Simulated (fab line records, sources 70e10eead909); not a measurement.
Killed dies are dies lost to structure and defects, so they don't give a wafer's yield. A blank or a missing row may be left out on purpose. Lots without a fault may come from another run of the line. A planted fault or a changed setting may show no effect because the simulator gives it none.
Which tool did it? | flow nand_harc | 12 lots, 36 wafers sampled, at 2 steps of a route of 1159

WHAT THE GAUGES READ, wafer by wafer
NHARC_A_M0_CD_MEAS_09: target cd 80 nm.
lot  | measured     | on        | cd_nm (nm)
L075 | day 17 18:09 | cd_sem-03 | 80.8 80.0 80.4
L078 | day 17 21:04 | cd_sem-01 | 79.4 79.7 80.3
L079 | day 18 21:00 | cd_sem-02 | 79.7 79.2 79.2
L081 | day 19 12:26 | cd_sem-01 | 79.2 79.5 78.9
L083 | day 19 20:04 | cd_sem-01 | 80.2 80.3 80.2
L086 | day 20 13:15 | cd_sem-03 | 78.8 79.8 80.1
L089 | day 20 23:04 | cd_sem-01 | 79.2 79.2 79.7
L088 | day 21 03:58 | cd_sem-02 | 80.0 79.3 80.8
L091 | day 22 00:07 | cd_sem-02 | 79.3 79.6 79.9
L094 | day 22 06:56 | cd_sem-02 | 79.8 79.6 79.6
L097 | day 23 02:29 | cd_sem-02 | 80.1 81.1 80.8
L096 | day 23 06:57 | cd_sem-03 | 80.3 79.0 79.9

WHICH TOOL RAN EACH LOT (tool, then ch and the chambers of the sampled wafers, then the start)
lot  | NHARC_A_BLC_ETCH_18
L075 | rie_diel-13 ch 0,2,3, day 17 18:09 or earlier
L078 | rie_diel-13 ch 2,3, day 17 21:04 or earlier
L079 | rie_diel-05 ch 1,2,3, day 18 21:00 or earlier
L081 | rie_diel-05 ch 1,2,3, day 19 12:26 or earlier
L083 | rie_diel-13 ch 1,2,3, day 19 20:04 or earlier
L086 | rie_diel-05 ch 0,1,3, day 20 13:15 or earlier
L089 | rie_diel-05 ch 0,1, day 20 23:04 or earlier
L088 | rie_diel-05 ch 1,2, day 21 03:58 or earlier
L091 | rie_diel-13 ch 0,3, day 22 00:07 or earlier
L094 | rie_diel-04 ch 0,2,3, day 22 06:56 or earlier
L097 | rie_diel-05 ch 0,1,2, day 23 02:29 or earlier
L096 | rie_diel-04 ch 0,1, day 23 06:57 or earlier
- NHARC_A_BLC_ETCH_18: etches the open film in C4F8/O2/Ar, target depth 910 nm.

THE ANSWER, worked out from the rows above alone
Rule: what is usual is taken from the lots themselves. Put in order of their means at a reading, lots are off if they are a third of the lots or fewer, leave a main group of 4 or more, and stand apart from it by a gap of 3 or more times the standard deviation of the main group's means; of several such gaps the widest counts. A main group whose means are all the same, to the digits that the tables above print for the reading, isn't used. A lot without any number at a reading at which 4 lots or more have one is off too. The other lots that the step has rows for count as sound.
No lot is off at any reading shown: from this, nothing can be told.

WHAT THE SIMULATOR HAD PUT IN
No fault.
